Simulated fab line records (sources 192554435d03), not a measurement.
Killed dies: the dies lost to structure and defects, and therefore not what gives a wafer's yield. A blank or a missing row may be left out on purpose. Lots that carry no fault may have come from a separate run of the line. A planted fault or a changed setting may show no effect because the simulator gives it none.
The tool behind it: which one? :: flow n5_finfet :: 9 lots with 27 wafers sampled at 5 steps, on a route of 1938 steps

## WHAT THE GAUGES READ, wafer by wafer
N5_BEOL_M4_RC_MEAS_101.
lot: L319
measured: day 8 08:34
on: prober-01
DIBL_N (mV/V): 33.3 35.6 36.5

lot: L321
measured: day 8 10:38
on: prober-01
DIBL_N (mV/V): 36.1 33.8 35.9

lot: L328
measured: day 10 01:16
on: prober-01
DIBL_N (mV/V): 33.5 33.4 34.9

lot: L329
measured: day 10 12:46
on: prober-01
DIBL_N (mV/V): 36.2 36.6 36.1

lot: L331
measured: day 11 01:03
on: prober-02
DIBL_N (mV/V): 36.9 39.5 36.4

lot: L332
measured: day 11 07:05
on: prober-02
DIBL_N (mV/V): 34.9 37.9 37.9

lot: L335
measured: day 12 01:08
on: prober-02
DIBL_N (mV/V): 38.5 38.2 37.7

lot: L336
measured: day 12 07:09
on: prober-01
DIBL_N (mV/V): 35.3 35.6 37.2

lot: L341
measured: day 13 21:12
on: prober-01
DIBL_N (mV/V): 35.9 35.2 35.2

## TOOL THAT RAN EACH LOT (tool first, then ch and the chambers of the sampled wafers, then the start)
lot: L319
N5_SDB_ETCH_25: rie_diel-02 ch 0,2, day 3 19:59
N5_SDB_ALD_29: ald_sin-04 ch 0,1,2, day 3 20:15
N5_SDB_CMP_30: cmp-03 ch 1,3, day 3 23:09
N5_DUMMY_REMOVAL_HM_STRIP_01: rie_diel-06 ch 0,1,3, day 3 23:28

lot: L321
N5_SDB_ETCH_25: rie_diel-05 ch 0,1, day 4 06:10
N5_SDB_ALD_29: ald_sin-02 ch 0,1,3, day 4 06:26
N5_SDB_CMP_30: cmp-04 ch 0,3, day 4 09:10
N5_DUMMY_REMOVAL_HM_STRIP_01: rie_diel-06 ch 0,2,3, day 4 09:31

lot: L328
N5_SDB_ETCH_25: rie_diel-04 ch 0,1,3, day 5 23:14
N5_SDB_ALD_29: ald_sin-04 ch 1,2,3, day 5 23:29
N5_SDB_CMP_30: cmp-01 ch 0,1,2, day 6 02:14
N5_DUMMY_REMOVAL_HM_STRIP_01: rie_diel-06 ch 0,3, day 6 02:35

lot: L329
N5_SDB_ETCH_25: rie_diel-04 ch 0,1, day 6 08:04
N5_SDB_ALD_29: ald_sin-04 ch 0,1,2, day 6 08:46
N5_SDB_CMP_30: cmp-03 ch 0,2,3, day 6 11:34
N5_DUMMY_REMOVAL_HM_STRIP_01: rie_diel-06 ch 0,3, day 6 11:51

lot: L331
N5_SDB_ETCH_25: rie_diel-04 ch 1,3, day 6 22:29
N5_SDB_ALD_29: ald_sin-02 ch 0,2,3, day 6 22:48
N5_SDB_CMP_30: cmp-03 ch 1,2,3, day 7 01:37
N5_DUMMY_REMOVAL_HM_STRIP_01: rie_diel-01 ch 0,1,3, day 7 01:53

lot: L332
N5_SDB_ETCH_25: rie_diel-02 ch 2,3, day 6 22:59
N5_SDB_ALD_29: ald_sin-03 ch 0,2, day 6 23:34
N5_SDB_CMP_30: cmp-01 ch 2,3, day 7 02:18
N5_DUMMY_REMOVAL_HM_STRIP_01: rie_diel-03 ch 2,3, day 7 02:40

lot: L335
N5_SDB_ETCH_25: rie_diel-02 ch 0,2,3, day 7 19:58
N5_SDB_ALD_29: ald_sin-03 ch 0,1,3, day 7 20:14
N5_SDB_CMP_30: cmp-03 ch 1,2, day 7 22:58
N5_DUMMY_REMOVAL_HM_STRIP_01: rie_diel-06 ch 1,2,3, day 7 23:19

lot: L336
N5_SDB_ETCH_25: rie_diel-05 ch 0,1,3, day 8 01:27
N5_SDB_ALD_29: ald_sin-02 ch 0,1,3, day 8 01:43
N5_SDB_CMP_30: cmp-04 ch 1,2,3, day 8 04:27
N5_DUMMY_REMOVAL_HM_STRIP_01: rie_diel-01 ch 0,1,2, day 8 04:48

lot: L341
N5_SDB_ETCH_25: rie_diel-02 ch 0,2, day 9 05:37
N5_SDB_ALD_29: ald_sin-02 ch 0,2,3, day 9 05:53
N5_SDB_CMP_30: cmp-03 ch 1,3, day 9 08:37
N5_DUMMY_REMOVAL_HM_STRIP_01: rie_diel-06 ch 1,2, day 9 08:58
- N5_SDB_ETCH_25: etches SiO2 in C4F6/O2, target depth 10 nm, time 3.3 s.
- N5_SDB_ALD_29: deposits SiNx, target thk 30 nm, pulse time 1 s, ald cycles 600.
- N5_SDB_CMP_30: polishes, stops on poly-Si, t overpolish 1.54 s, target thk 30 nm.
- N5_DUMMY_REMOVAL_HM_STRIP_01: strips SiNx in CH3F/O2, stops on poly-Si, target depth 4 nm, time 6.8 s.

## THE ANSWER, worked out from the rows above alone
Rule: the usual values come from the lots themselves. Put in order of their means at a reading, lots are off if they are a third of the lots or fewer, leave a main group of 4 or more, and stand apart from it by a gap of 3 or more times the standard deviation of the main group's means; of several such gaps the widest counts. The tables above print the reading to a certain number of digits; a main group whose means all agree to those digits is not used. A lot without any number at a reading at which 4 lots or more have one is off too. All remaining lots with rows at the step are treated as sound.
Nothing can be told from this: no lot is off at any reading shown.

## WHAT HAD BEEN PUT IN BY THE SIMULATOR
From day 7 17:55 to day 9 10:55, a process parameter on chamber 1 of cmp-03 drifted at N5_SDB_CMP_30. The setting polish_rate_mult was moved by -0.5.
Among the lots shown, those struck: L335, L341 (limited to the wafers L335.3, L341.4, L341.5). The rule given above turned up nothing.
